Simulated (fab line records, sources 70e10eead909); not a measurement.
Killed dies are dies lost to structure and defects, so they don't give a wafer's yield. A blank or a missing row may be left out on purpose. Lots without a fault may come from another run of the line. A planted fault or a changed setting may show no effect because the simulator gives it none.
fab line records | flow nand_harc
record lots=24 wafers=72 last_day=34
route steps=1302 shown A_STAIRCASE@872 A_SGD_CUT@907 A_SLIT@934 A_WL_FILL@953
lots that met no fault: from a run of the same line without faults
start_h: hours from the record's first day to the start of the lot's first wafer shown | wait_h: hours since the lot's step before | " the same as in the row above | L1.1+2: a row that stands for several wafers | - no value, or no start given | * or withheld: withheld | < > ~ a bound
route shown NAME@n: a module of which the file shows steps, and the number in the route of the first | usual: mean/standard deviation of fault-free wafers | same: alike in all rows | chamber/n: place in a boat | sites: the reading at each site | _std_site: their standard deviation | _edge_site: outer sites' mean less inner sites' | radius_mm: how far each site lies from the wafer's centre | mask NAME#n: copy n | behind: the tool/chamber that last shaped the wafer | hold: why the lot was held/for how many hours/how that ended | device: the transistor (n, p or np) that didn't switch | end of line: the same wafers' tests at the end of the route | a step without rows: its recipe alone | killed: dies lost to structure and defects at the first sort, not the wafer's yield | map: a wafer's dies, x killed, . not, _ none there
set.NAME: the setting as run; set.NAME@STEP: as run at that earlier step | model.NAME: the simulator's own value behind a step, which no gauge read
steps of the route over a sample of lots; a table a step, a row a wafer
services: from which hour (start_h, from the record's first day; less than 0 if before it) a tool's chamber was out of use, for how many hours, and why
## steps
# step NHARC_A_STAIRCASE_STRIP_446
# recipe power_w=1500 temp_c=250 chemistry=O2
# usual drypump_motor_current_A=5.6/0.47 heater_power_w=383/40 temp_c=249.99/0.17
# columns lot.wafer tool chamber start_h wait_h drypump_motor_current_A heater_power_w rf_hours_counter_h temp_c
L074.1 plasma_asher-01 0 449.54 0.0 6.1 345 19 249.57
L074.2 " 1 " " 6.0 370 19 249.64
L074.4 " 0 " " 6.0 342 - 249.66
L076.4 plasma_asher-02 0 453.40 0.2 5.4 418 - 249.76
L076.6 " 1 " " 4.9 412 - 250.05
L076.5 " 0 " " 5.4 409 - 249.97
L075.3 plasma_asher-02 0 454.20 0.1 5.4 416 - 249.81
L075.5 " 0 " " 5.4 421 - 249.78
L075.6 " 1 " " 4.9 412 - 250.13
L077.1 plasma_asher-01 1 463.47 0.0 5.9 376 23 250.02
L077.2 " 0 " " 6.1 343 23 250.08
L077.3 " 1 " " 5.9 384 - 250.20
L078.1 plasma_asher-02 1 477.79 0.0 4.9 409 9 249.96
L078.2 " 0 " " 5.4 409 9 249.87
L078.4 " 0 " " 5.4 403 - 250.16
L079.2 plasma_asher-02 1 487.88 0.1 4.9 422 12 250.01
L079.6 " 0 " " 5.4 406 - 249.88
L079.5 " 1 " " 4.9 416 - 249.94
L080.4 plasma_asher-02 0 511.83 0.2 5.4 411 - 249.90
L080.3 " 1 " " 4.9 426 - 250.32
L080.5 " 1 " " 4.9 419 - 250.11
L081.1 plasma_asher-02 1 524.79 0.1 4.9 416 18 250.34
L081.3 " 0 " " 5.4 418 - 249.76
L081.5 " 1 " " 4.9 421 - 250.03
L084.2 plasma_asher-01 1 532.69 0.0 5.9 395 1 250.06
L084.6 " 1 " " 5.9 394 - 249.78
L084.5 " 0 " " 6.1 326 - 250.06
L082.1 plasma_asher-02 0 532.78 0.1 5.4 414 22 250.04
L082.4 " 1 " " 4.9 407 - 249.81
L082.5 " 1 " " 5.0 416 - 250.03
L083.2 plasma_asher-01 1 535.65 0.1 5.9 399 1 250.07
L083.3 " 0 " " 6.1 309 - 250.11
L083.4 " 1 " " 5.9 398 - 249.87
L086.1 plasma_asher-01 1 544.09 0.0 6.0 401 3 249.85
L086.2 " 0 " " 6.1 309 3 249.69
L086.5 " 0 " " 6.1 316 - 249.84
L085.1 plasma_asher-01 1 554.05 0.0 5.9 396 5 250.17
L085.2 " 0 " " 6.1 319 5 250.36
L085.4 " 1 " " 6.0 399 - 250.25
L087.1 plasma_asher-01 1 554.76 0.0 5.9 400 5 250.00
L087.4 " 0 " " 6.1 319 - 249.89
L087.6 " 0 " " 6.1 319 - 249.88
L088.4 plasma_asher-01 1 588.64 0.1 5.9 386 - 250.32
L088.5 " 1 " " 5.9 403 - 250.03
L088.6 " 0 " " 6.1 317 - 250.08
L089.4 plasma_asher-02 0 588.98 0.1 5.4 405 - 250.11
L089.3 " 1 " " 4.9 416 - 250.15
L089.6 " 0 " " 5.4 409 - 249.67
L091.1 plasma_asher-01 1 599.63 0.0 5.9 392 18 250.17
L091.2 " 0 " " 6.1 315 18 249.94
L091.3 " 1 " " 5.9 398 - 249.86
L090.2 plasma_asher-02 1 599.78 0.0 4.9 414 32 250.01
L090.1 " 0 " " 5.4 413 32 250.05
L090.6 " 0 " " 5.4 413 - 249.93
L092.1 plasma_asher-01 1 611.64 0.1 5.9 407 22 249.80
L092.4 " 1 " " 5.9 396 - 249.93
L092.5 " 1 " " 6.0 406 - 250.07
L093.2 plasma_asher-01 0 639.74 0.1 6.1 312 27 250.00
L093.4 " 1 " " 5.9 402 - 250.35
L093.3 " 0 " " 6.0 305 - 250.12
L094.2 plasma_asher-02 1 643.38 0.1 4.9 425 5 249.97
L094.3 " 0 " " 5.4 368 - 250.03
L094.5 " 0 " " 5.4 375 - 249.90
L095.1 plasma_asher-01 1 654.48 0.2 6.0 403 31 249.98
L095.3 " 0 " " 6.1 313 - 250.21
L095.6 " 1 " " 6.0 401 - 250.02
L096.2 plasma_asher-02 0 654.59 0.2 5.4 381 9 250.14
L096.4 " 1 " " 4.9 434 - 249.91
L096.5 " 1 " " 4.9 417 - 249.92
L097.1 plasma_asher-02 1 675.17 0.0 4.9 425 13 250.21
L097.4 " 1 " " 4.9 444 - 250.18
L097.3 " 0 " " 5.4 375 - 249.64
# step NHARC_A_SGD_CUT_ETCH_15
# recipe target_depth_a=750 time_s=64.3 ch3f_flow_sccm=50 o2_flow_sccm=30 ar_flow_sccm=200 rf_w=500 bias_w=100 chemistry=CH3F/O2
# usual drypump_motor_current_A=5.7/0.51 oes_product_au=0.954/0.021 rf_vpp_V=263.9/1.4 showerhead_plenum_p_Torr=2.47/0.084 throttle_valve_pct=20.661/0.0086
# columns lot.wafer tool chamber start_h wait_h drypump_motor_current_A oes_product_au rf_hours_counter_h rf_vpp_V showerhead_plenum_p_Torr throttle_valve_pct
L074.2 rie_diel-09 3 - - 5.0 0.969 5 263.4 2.42 20.651
L074.1 " 0 " " 5.7 0.956 6 263.4 2.44 20.645
L074.4 " 1 " " 6.3 0.954 6 266.0 2.61 20.648
L076.4 rie_diel-12 1 - - 6.2 1.002 0 261.9 2.43 20.665
L076.5 " 1 " " 6.2 0.992 - 262.9 2.43 20.674
L076.6 " 2 " " 6.2 0.956 - 263.2 2.37 20.679
L075.3 rie_diel-10 0 - - 6.0 0.978 4 262.7 2.40 20.661
L075.5 " 0 " " 6.0 0.976 - 262.7 2.40 20.675
L075.6 " 1 " " 5.1 0.977 - 263.3 2.40 20.667
L077.1 rie_diel-10 3 - - 5.9 0.958 4 262.7 2.38 20.660
L077.2 " 0 " " 6.0 0.974 5 262.6 2.40 20.669
L077.3 " 1 " " 5.1 0.969 4 265.0 2.40 20.670
L078.2 rie_diel-09 0 - - 5.7 0.952 7 263.0 2.43 20.654
L078.4 " 1 " " 6.3 0.945 8 266.6 2.61 20.655
L078.1 " 3 " " 4.9 0.974 7 262.4 2.42 20.665
L079.2 rie_diel-10 1 - - 5.1 0.959 6 262.5 2.39 20.671
L079.6 " 3 " " 5.9 0.978 - 261.1 2.38 20.652
L079.5 " 0 " " 6.0 0.960 - 264.0 2.40 20.662
L080.3 rie_diel-12 0 - - 5.1 0.963 1 263.1 2.54 20.654
L080.4 " 1 " " 6.1 0.967 3 261.2 2.43 20.657
L080.5 " 3 " " 6.5 0.974 - 264.9 2.48 20.666
L081.3 rie_diel-12 3 - - 6.5 0.935 4 265.8 2.48 20.658
L081.1 " 0 " " 5.1 0.927 2 263.7 2.54 20.675
L081.5 " 2 " " 6.2 0.917 - 263.4 2.37 20.674
L082.1 rie_diel-12 2 - - 6.2 0.953 5 263.5 2.36 20.666
L082.4 " 3 " " 6.5 0.951 5 264.3 2.48 20.662
L082.5 " 2 " " 6.2 0.944 - 262.4 2.36 20.669
L084.2 rie_diel-09 3 - - 4.9 0.952 2 263.7 2.41 20.654
L084.5 " 2 " " 5.3 0.934 - 264.4 2.56 20.667
L084.6 " 3 " " 4.9 0.952 - 263.1 2.42 20.686
L083.4 rie_diel-10 0 - - 6.0 0.952 11 262.4 2.40 20.669
L083.2 " 1 " " 5.1 0.974 10 263.8 2.39 20.655
L083.3 " 2 " " 5.3 0.974 10 265.4 2.59 20.664
L086.2 rie_diel-10 2 - - 5.3 0.974 11 266.7 2.59 20.650
L086.1 " 1 " " 5.1 0.965 11 263.2 2.39 20.672
L086.5 " 3 " " 5.9 0.969 - 264.6 2.37 20.655
L085.1 rie_diel-10 3 - - 6.0 0.966 12 262.5 2.37 20.658
L085.4 " 0 " " 6.0 0.963 13 261.8 2.40 20.662
L085.2 " 2 " " 5.3 0.962 12 266.4 2.59 20.664
L087.1 rie_diel-09 2 - - 5.3 0.943 3 265.8 2.56 20.656
L087.4 " 3 " " 4.9 0.945 3 263.3 2.41 20.657
L087.6 " 0 " " 5.7 0.936 - 264.9 2.43 20.676
L088.4 rie_diel-09 1 - - 6.3 0.913 4 266.7 2.60 20.669
L088.5 " 1 " " 6.3 0.912 - 265.9 2.60 20.667
L088.6 " 2 " " 5.3 0.939 - 263.6 2.56 20.645
L089.4 rie_diel-12 0 - - 5.1 0.967 5 265.1 2.53 20.670
L089.3 " 1 " " 6.2 0.979 7 263.8 2.43 20.659
L089.6 " 0 " " 5.1 0.973 - 264.7 2.53 20.660
L091.3 rie_diel-09 1 - - 6.3 0.914 5 266.6 2.60 20.679
L091.2 " 2 " " 5.3 0.928 5 264.5 2.56 20.665
L091.1 " 3 " " 5.0 0.927 5 262.8 2.41 20.642
L090.2 rie_diel-09 3 - - 4.9 0.918 5 262.8 2.41 20.654
L090.1 " 0 " " 5.7 0.912 6 262.7 2.43 20.668
L090.6 " 2 " " 5.3 0.929 - 264.3 2.56 20.645
L092.4 rie_diel-09 1 - - 6.3 0.941 5 267.2 2.60 20.659
L092.1 " 2 " " 5.3 0.964 6 265.5 2.56 20.663
L092.5 " 2 " " 5.3 0.965 - 264.3 2.56 20.637
L093.2 rie_diel-09 1 - - 6.3 0.948 7 265.7 2.60 20.654
L093.3 " 2 " " 5.3 0.971 7 265.6 2.56 20.668
L093.4 " 3 " " 4.9 0.974 7 263.0 2.41 20.661
L094.3 rie_diel-10 2 - - 5.3 0.968 3 265.9 2.58 20.660
L094.2 " 1 " " 5.1 0.963 3 262.0 2.39 20.654
L094.5 " 2 " " 5.3 0.963 - 264.7 2.58 20.655
L095.3 rie_diel-12 1 - - 6.2 0.931 2 262.4 2.43 20.662
L095.1 " 0 " " 5.1 0.928 2 266.1 2.53 20.660
L095.6 " 2 " " 6.2 0.915 - 262.6 2.36 20.656
L096.2 rie_diel-09 0 - - 5.7 0.947 10 263.4 2.43 20.669
L096.5 " 0 " " 5.7 0.949 - 264.0 2.43 20.650
L096.4 " 2 " " 5.3 0.936 - 265.1 2.56 20.669
L097.3 rie_diel-12 2 - - 6.2 0.968 4 261.8 2.36 20.658
L097.4 " 0 " " 5.1 0.984 3 264.6 2.53 20.658
L097.1 " 1 " " 6.1 0.997 3 263.3 2.43 20.659
# step NHARC_A_SGD_CUT_STRIP_17
# recipe o2_flow_sccm=500 ar_flow_sccm=0 bias_w=0 chemistry=O2
# usual drypump_motor_current_A=5.7/0.52 oes_product_au=0.999/0.01 rf_vpp_V=57.8/0.89 showerhead_plenum_p_Torr=3.55/0.11 throttle_valve_pct=17.037/0.0087
# columns lot.wafer tool chamber start_h wait_h drypump_motor_current_A oes_product_au rf_hours_counter_h rf_vpp_V showerhead_plenum_p_Torr throttle_valve_pct
L074.2 rie_diel-09 0 - - 5.7 1.006 6 58.4 3.50 17.036
L074.4 " 1 " " 6.3 0.992 6 58.8 3.73 17.049
L074.1 " 2 " " 5.3 0.991 6 57.6 3.68 17.046
L076.4 rie_diel-12 1 - - 6.1 1.006 0 57.9 3.49 17.050
L076.6 " 0 " " 5.1 1.007 - 58.5 3.64 17.047
L076.5 " 1 " " 6.2 1.002 - 57.9 3.49 17.038
L075.3 rie_diel-10 1 - - 5.1 1.003 3 57.0 3.44 17.034
L075.5 " 0 " " 6.0 1.006 - 57.4 3.45 17.033
L075.6 " 1 " " 5.1 1.003 - 56.7 3.44 17.026
L077.1 rie_diel-10 2 - - 5.3 0.996 4 59.7 3.71 17.037
L077.3 " 3 " " 6.0 1.006 4 58.1 3.42 17.034
L077.2 " 0 " " 6.0 0.996 5 58.5 3.45 17.037
L078.4 rie_diel-09 3 - - 4.9 1.005 7 58.4 3.47 17.038
L078.1 " 0 " " 5.7 0.993 7 58.4 3.49 17.026
L078.2 " 2 " " 5.3 0.977 8 57.5 3.68 17.058
L079.2 rie_diel-10 1 - - 5.1 0.981 7 58.7 3.44 17.032
L079.6 " 2 " " 5.3 0.980 - 58.3 3.71 17.031
L079.5 " 3 " " 5.9 1.000 - 57.3 3.41 17.041
L080.4 rie_diel-12 0 - - 5.1 1.002 1 58.5 3.64 17.036
L080.3 " 1 " " 6.2 1.007 3 58.0 3.49 17.031
L080.5 " 1 " " 6.1 1.012 - 57.0 3.49 17.046
L081.3 rie_diel-12 0 - - 5.1 1.002 2 58.2 3.63 17.046
L081.1 " 2 " " 6.2 1.001 4 57.6 3.40 17.037
L081.5 " 0 " " 5.1 1.005 - 57.7 3.63 17.045
L082.1 rie_diel-12 1 - - 6.2 1.023 5 57.3 3.49 17.038
L082.4 " 3 " " 6.5 1.005 5 57.8 3.56 17.028
L082.5 " 2 " " 6.2 1.000 - 54.9 3.40 17.038
L084.2 rie_diel-09 2 - - 5.3 1.002 1 58.2 3.67 17.030
L084.5 " 3 " " 4.9 0.988 - 58.2 3.47 17.048
L084.6 " 0 " " 5.7 0.998 - 58.7 3.49 17.058
L083.4 rie_diel-10 2 - - 5.3 1.010 10 58.4 3.70 17.036
L083.3 " 3 " " 6.0 1.007 11 57.7 3.41 17.034
L083.2 " 1 " " 5.1 0.992 10 57.6 3.44 17.044
L086.1 rie_diel-10 1 - - 5.1 0.986 11 58.2 3.44 17.031
L086.2 " 2 " " 5.3 0.989 11 56.9 3.70 17.048
L086.5 " 3 " " 5.9 0.989 - 58.1 3.41 17.053
L085.1 rie_diel-10 3 - - 5.9 0.992 12 56.8 3.41 17.015
L085.2 " 0 " " 6.0 0.989 13 58.9 3.45 17.027
L085.4 " 1 " " 5.1 0.984 12 57.4 3.44 17.016
L087.1 rie_diel-09 0 - - 5.7 1.002 4 57.6 3.49 17.027
L087.4 " 3 " " 4.9 1.010 3 56.5 3.47 17.050
L087.6 " 1 " " 6.3 0.994 - 58.4 3.73 17.030
L088.4 rie_diel-09 1 - - 6.2 0.987 4 58.7 3.73 17.037
L088.6 " 3 " " 5.0 1.001 - 56.7 3.47 17.055
L088.5 " 0 " " 5.7 0.991 - 58.9 3.49 17.052
L089.3 rie_diel-12 0 - - 5.1 1.008 5 58.2 3.63 17.045
L089.4 " 2 " " 6.2 1.001 7 56.8 3.40 17.048
L089.6 " 0 " " 5.1 1.017 - 58.6 3.63 17.039
L091.1 rie_diel-09 3 - - 4.9 0.999 5 57.6 3.47 17.043
L091.3 " 1 " " 6.3 0.993 5 58.8 3.73 17.034
L091.2 " 2 " " 5.3 1.010 5 58.6 3.67 17.044
L090.1 rie_diel-09 3 - - 4.9 1.005 5 56.5 3.47 17.038
L090.2 " 0 " " 5.7 1.004 6 57.5 3.49 17.041
L090.6 " 1 " " 6.3 0.989 - 56.9 3.73 17.039
L092.4 rie_diel-09 3 - - 4.9 1.001 6 57.9 3.47 17.033
L092.1 " 1 " " 6.3 0.982 5 55.9 3.73 17.029
L092.5 " 3 " " 4.9 0.996 - 57.7 3.47 17.034
L093.3 rie_diel-09 0 - - 5.7 0.999 8 58.7 3.49 17.021
L093.2 " 1 " " 6.3 0.985 7 57.5 3.73 17.032
L093.4 " 2 " " 5.3 1.000 7 59.3 3.67 17.042
L094.2 rie_diel-10 1 - - 5.1 0.986 3 57.6 3.43 17.037
L094.3 " 0 " " 6.0 0.974 3 58.4 3.44 17.040
L094.5 " 2 " " 5.3 0.975 - 58.4 3.70 17.039
L095.1 rie_diel-12 2 - - 6.2 0.997 2 58.1 3.39 17.029
L095.3 " 0 " " 5.1 1.014 2 57.5 3.63 17.031
L095.6 " 3 " " 6.5 1.018 - 58.1 3.56 17.019
L096.2 rie_diel-09 2 - - 5.3 1.005 9 59.0 3.67 17.025
L096.4 " 2 " " 5.3 1.014 - 57.8 3.67 17.033
L096.5 " 1 " " 6.3 1.003 - 58.9 3.73 17.026
L097.4 rie_diel-12 0 - - 5.1 1.005 3 57.9 3.63 17.040
L097.3 " 1 " " 6.2 1.015 3 57.1 3.49 17.028
L097.1 " 2 " " 6.1 1.005 4 57.1 3.39 17.022
# step NHARC_A_SLIT_OVL_MEAS_10
# usual overlay_x_nm=0.0/0.85 overlay_y_nm=-0.1/0.83
# columns lot.wafer tool chamber start_h wait_h overlay_x_nm overlay_y_nm
L074.1 overlay-01 - 467.21 - 0.4 -1.6
L074.2 " - " " 0.3 -1.7
L074.4 " - " " 0.5 -1.2
L076.4 overlay-01 - 467.37 - -0.4 0.1
L076.5 " - " " -0.1 -0.4
L076.6 " - " " -0.6 -0.7
L075.3 overlay-01 - 468.52 - 0.3 -0.4
L075.5 " - " " 0.1 -0.7
L075.6 " - " " 0.4 -0.4
L077.1 overlay-02 - 478.86 - 1.4 0.0
L077.2 " - " " 1.2 0.1
L077.3 " - " " 1.4 0.2
L078.1 overlay-01 - 498.34 - 0.0 0.8
L078.2 " - " " 0.4 0.1
L078.4 " - " " -0.1 0.2
L079.2 overlay-01 - 503.50 - -1.5 -0.5
L079.5 " - " " -1.7 -0.2
L079.6 " - " " -1.2 -0.2
L080.3 overlay-02 - 528.14 - 0.0 -0.1
L080.4 " - " " -0.1 0.0
L080.5 " - " " -0.1 0.4
L081.1 overlay-01 - 542.21 - 0.0 1.1
L081.3 " - " " -0.2 0.5
L081.5 " - " " -0.6 0.5
L082.1 overlay-02 - 548.58 - 0.1 -0.1
L082.4 " - " " -0.2 0.5
L082.5 " - " " 0.2 1.1
L083.2 overlay-02 - 550.26 - -0.5 -0.6
L083.3 " - " " -0.3 -0.8
L083.4 " - " " 0.4 -0.7
L084.2 overlay-01 - 550.29 - 0.2 -0.2
L084.5 " - " " 0.5 0.0
L084.6 " - " " 0.6 0.0
L086.1 overlay-01 - 560.50 - 0.8 -0.4
L086.2 " - " " 1.1 0.0
L086.5 " - " " 1.0 -0.1
L087.1 overlay-01 - 570.32 - -1.4 0.6
L087.4 " - " " -1.5 -0.3
L087.6 " - " " -0.8 -0.5
L085.1 overlay-01 - 570.81 - 0.4 -1.4
L085.2 " - " " 0.6 -1.2
L085.4 " - " " 0.3 -1.6
L088.4 overlay-01 - 605.88 - -0.2 -0.9
L088.5 " - " " -0.7 -0.1
L088.6 " - " " -0.2 -1.0
L089.3 overlay-02 - 606.06 - 0.0 -0.1
L089.4 " - " " -0.5 -0.2
L089.6 " - " " -0.4 0.0
L091.1 overlay-01 - 621.88 - 0.2 -0.5
L091.2 " - " " 1.9 0.5
L091.3 " - " " 1.2 0.6
L090.1 overlay-02 - 622.22 - -2.3 1.1
L090.2 " - " " -2.1 1.3
L090.6 " - " " -2.2 0.6
L092.1 overlay-02 - 633.09 - 1.6 -0.1
L092.4 " - " " 1.5 -0.5
L092.5 " - " " 1.2 0.3
L093.2 overlay-02 - 656.44 - -0.2 -0.9
L093.3 " - " " -0.4 -0.9
L093.4 " - " " 0.1 -1.1
L094.2 overlay-02 - 659.51 - -0.1 -2.3
L094.3 " - " " 0.0 -1.6
L094.5 " - " " 0.1 -1.1
L096.2 overlay-01 - 672.49 - 0.5 1.8
L096.4 " - " " 0.4 2.2
L096.5 " - " " 0.5 2.4
L095.1 overlay-02 - 675.09 - -0.1 0.4
L095.3 " - " " -0.6 0.3
L095.6 " - " " -0.7 0.2
L097.1 overlay-02 - 691.19 - 0.4 -1.6
L097.3 " - " " 0.0 -0.9
L097.4 " - " " 0.3 -0.7
# step NHARC_A_WL_FILL_RTA_01
# recipe temp_c=1000 time_s=5
# usual lamp_power_pct=29/4.8 wafer_temp_C_max=1004.3/1.3
# columns lot.wafer tool chamber start_h wait_h lamp_power_pct wafer_temp_C_max
L074.1 rtp_anneal-01 0 480.69 - 34 1005.0
L074.2 " 0 " " 34 1004.1
L074.4 " 0 " " 34 1007.0
L076.4 rtp_anneal-02 0 480.93 - 24 1003.6
L076.5 " 0 " " 24 1003.7
L076.6 " 0 " " 24 1005.8
L075.3 rtp_anneal-02 0 484.55 - 24 1003.3
L075.5 " 0 " " 24 1002.9
L075.6 " 0 " " 24 1003.2
L077.1 rtp_anneal-02 0 492.06 - 24 1003.9
L077.2 " 0 " " 24 1003.7
L077.3 " 0 " " 24 1004.3
L078.1 rtp_anneal-01 0 512.07 0.3 34 1006.1
L078.2 " 0 " " 34 1005.1
L078.4 " 0 " " 34 1005.2
L079.2 rtp_anneal-01 0 517.13 0.3 34 1003.8
L079.5 " 0 " " 34 1004.1
L079.6 " 0 " " 34 1006.9
L080.3 rtp_anneal-01 0 541.52 - 34 1004.9
L080.4 " 0 " " 34 1006.6
L080.5 " 0 " " 34 1005.1
L081.1 rtp_anneal-02 0 555.58 - 24 1002.9
L081.3 " 0 " " 24 1003.1
L081.5 " 0 " " 24 1002.5
L082.1 rtp_anneal-02 0 563.43 - 24 1003.2
L082.4 " 0 " " 24 1002.3
L082.5 " 0 " " 24 1004.2
L083.2 rtp_anneal-01 0 567.91 - 34 1003.4
L083.3 " 0 " " 34 1004.9
L083.4 " 0 " " 34 1006.5
L084.2 rtp_anneal-01 0 571.37 - 34 1006.3
L084.5 " 0 " " 34 1006.1
L084.6 " 0 " " 34 1004.3
L086.1 rtp_anneal-01 0 578.95 - 34 1005.4
L086.2 " 0 " " 34 1004.2
L086.5 " 0 " " 34 1005.4
L085.1 rtp_anneal-02 0 586.84 - 24 1004.4
L085.2 " 0 " " 24 1001.5
L085.4 " 0 " " 24 1002.1
L087.1 rtp_anneal-02 0 587.01 - 24 1003.8
L087.4 " 0 " " 24 1004.2
L087.6 " 0 " " 24 1004.2
L089.3 rtp_anneal-01 0 619.34 - 34 1004.8
L089.4 " 0 " " 34 1004.1
L089.6 " 0 " " 34 1005.3
L088.4 rtp_anneal-02 0 619.56 - 24 1003.4
L088.5 " 0 " " 24 1003.9
L088.6 " 0 " " 24 1003.5
L091.1 rtp_anneal-02 0 635.10 - 24 1002.5
L091.2 " 0 " " 24 1003.4
L091.3 " 0 " " 24 1003.4
L090.1 rtp_anneal-01 0 635.10 - 34 1004.0
L090.2 " 0 " " 34 1003.6
L090.6 " 0 " " 34 1006.4
L092.1 rtp_anneal-01 0 649.80 - 34 1005.2
L092.4 " 0 " " 34 1004.5
L092.5 " 0 " " 34 1004.0
L093.2 rtp_anneal-01 0 669.83 - 34 1005.4
L093.3 " 0 " " 34 1006.2
L093.4 " 0 " " 34 1006.9
L094.2 rtp_anneal-02 0 673.69 - 24 1003.0
L094.3 " 0 " " 24 1003.8
L094.5 " 0 " " 24 1004.8
L096.2 rtp_anneal-02 0 685.84 - 24 1004.0
L096.4 " 0 " " 24 1003.2
L096.5 " 0 " " 24 1003.5
L095.1 rtp_anneal-02 0 688.73 - 24 1003.2
L095.3 " 0 " " 24 1003.1
L095.6 " 0 " " 24 1002.7
L097.1 rtp_anneal-02 0 707.04 - 24 1003.9
L097.3 " 0 " " 24 1003.7
L097.4 " 0 " " 24 1004.0
# step NHARC_A_WL_FILL_STRIP_27
# recipe power_w=1500 temp_c=250 time_s=20 chemistry=N2/H2
# usual drypump_motor_current_A=5.8/0.42 heater_power_w=371/38 temp_c=250.02/0.18
# columns lot.wafer tool chamber start_h wait_h drypump_motor_current_A heater_power_w rf_hours_counter_h temp_c
L076.4 plasma_asher-01 0 482.41 0.3 6.1 352 - 249.75
L076.6 " 1 " " 5.9 375 - 250.27
L076.5 " 0 " " 6.1 330 - 249.98
L074.2 plasma_asher-01 0 482.48 0.3 6.1 339 27 249.97
L074.1 " 1 " " 5.9 381 27 250.01
L074.4 " 1 " " 5.9 376 - 249.97
L075.3 plasma_asher-01 1 485.93 0.1 6.0 385 - 250.28
L075.5 " 1 " " 5.9 376 - 250.25
L075.6 " 0 " " 6.1 347 - 250.08
L077.2 plasma_asher-01 1 493.46 0.1 6.0 374 30 250.17
L077.1 " 0 " " 6.1 345 30 250.13
L077.3 " 1 " " 5.9 376 - 250.07
L078.2 plasma_asher-02 0 513.48 0.1 5.4 407 16 249.92
L078.1 " 1 " " 4.9 418 16 250.09
L078.4 " 0 " " 5.4 414 - 249.96
L079.2 plasma_asher-01 0 518.72 0.3 6.1 345 35 249.94
L079.5 " 1 " " 5.9 375 - 250.10
L079.6 " 0 " " 6.1 350 - 250.15
L080.3 plasma_asher-02 1 542.92 0.2 4.9 412 - 250.17
L080.4 " 0 " " 5.4 406 - 249.94
L080.5 " 1 " " 4.9 406 - 250.23
L081.1 plasma_asher-01 0 557.31 0.1 6.1 326 5 249.81
L081.3 " 0 " " 6.1 325 - 249.81
L081.5 " 1 " " 5.9 388 - 249.74
L082.1 plasma_asher-01 1 564.85 0.1 5.9 390 7 250.07
L082.4 " 0 " " 6.1 316 - 249.73
L082.5 " 1 " " 5.9 395 - 250.25
L083.2 plasma_asher-01 1 569.28 0.1 5.9 405 9 249.76
L083.3 " 1 " " 5.9 390 - 249.74
L083.4 " 0 " " 6.1 314 - 250.16
L084.2 plasma_asher-01 1 572.75 0.1 6.0 403 11 250.00
L084.6 " 1 " " 5.9 403 - 250.07
L084.5 " 0 " " 6.1 319 - 249.90
L086.1 plasma_asher-01 0 580.58 0.3 6.1 316 13 249.84
L086.2 " 1 " " 5.9 394 13 250.05
L086.5 " 0 " " 6.1 327 - 250.00
L085.2 plasma_asher-01 1 588.25 0.1 5.9 398 16 250.20
L085.1 " 0 " " 6.1 323 16 250.05
L085.4 " 0 " " 6.1 321 - 249.86
L087.1 plasma_asher-02 1 588.44 0.1 4.9 414 29 250.09
L087.4 " 1 " " 4.9 405 - 249.99
L087.6 " 1 " " 4.9 410 - 250.16
L089.3 plasma_asher-01 1 620.74 0.1 5.9 389 - 250.08
L089.4 " 0 " " 6.1 325 - 249.88
L089.6 " 0 " " 6.1 323 - 249.57
L088.4 plasma_asher-01 1 620.92 0.1 5.9 398 - 249.66
L088.5 " 1 " " 5.9 390 - 249.88
L088.6 " 0 " " 6.1 320 - 250.06
L091.1 plasma_asher-01 0 637.57 0.1 6.1 315 26 249.89
L091.2 " 1 " " 5.9 389 26 250.05
L091.3 " 0 " " 6.1 316 - 249.78
L090.1 plasma_asher-02 1 637.87 0.1 4.9 424 4 250.11
L090.2 " 0 " " 5.4 387 4 249.88
L090.6 " 0 " " 5.4 369 - 249.90
L092.1 plasma_asher-02 1 651.22 0.1 4.9 427 8 250.08
L092.4 " 0 " " 5.4 367 - 250.20
L092.5 " 0 " " 5.4 376 - 250.51
L093.2 plasma_asher-01 0 671.23 0.1 6.1 312 33 250.08
L093.3 " 1 " " 5.9 395 - 249.91
L093.4 " 0 " " 6.1 317 - 250.06
L094.2 plasma_asher-01 0 675.10 0.1 6.0 309 34 249.90
L094.3 " 1 " " 5.9 396 - 250.09
L094.5 " 1 " " 5.9 402 - 250.12
L096.2 plasma_asher-01 0 687.24 0.1 6.1 313 35 250.09
L096.4 " 1 " " 5.9 395 - 250.12
L096.5 " 1 " " 5.9 402 - 250.08
L095.1 plasma_asher-02 1 690.14 0.1 4.9 427 15 250.24
L095.3 " 1 " " 4.9 434 - 250.17
L095.6 " 0 " " 5.4 377 - 250.26
L097.1 plasma_asher-02 1 708.45 0.1 4.9 425 24 250.05
L097.4 " 1 " " 4.9 432 - 249.88
L097.3 " 0 " " 5.4 382 - 250.20
## services
# columns tool chamber start_h hours kind
rie_diel-10 1 425.94 6.9 repair
plasma_asher-02 - 426.08 9.0 pm
rie_diel-12 2 428.15 4.1 repair
rie_diel-12 1 437.27 2.3 repair
rie_diel-12 - 445.40 9.0 pm
rie_diel-12 0 475.22 21.4 repair
rie_diel-09 - 497.10 9.0 pm
rie_diel-12 0 500.72 12.1 repair
rie_diel-10 0 505.48 4.4 repair
plasma_asher-01 - 519.39 9.0 pm
rie_diel-09 3 544.75 3.4 repair
plasma_asher-02 - 564.40 19.4 repair
rie_diel-09 1 570.75 21.0 repair
rie_diel-10 0 581.87 2.6 repair
plasma_asher-01 - 592.51 1.7 repair
rie_diel-10 - 596.50 9.0 pm
plasma_asher-02 - 603.25 9.0 pm
rie_diel-12 - 622.40 9.0 pm
rie_diel-09 - 625.80 0.3 repair
rie_diel-10 0 651.02 7.8 repair
rie_diel-09 3 657.87 2.5 repair
rie_diel-09 - 674.10 9.0 pm
rie_diel-10 0 694.04 4.3 repair
plasma_asher-01 - 696.39 9.0 pm
## key
fault none
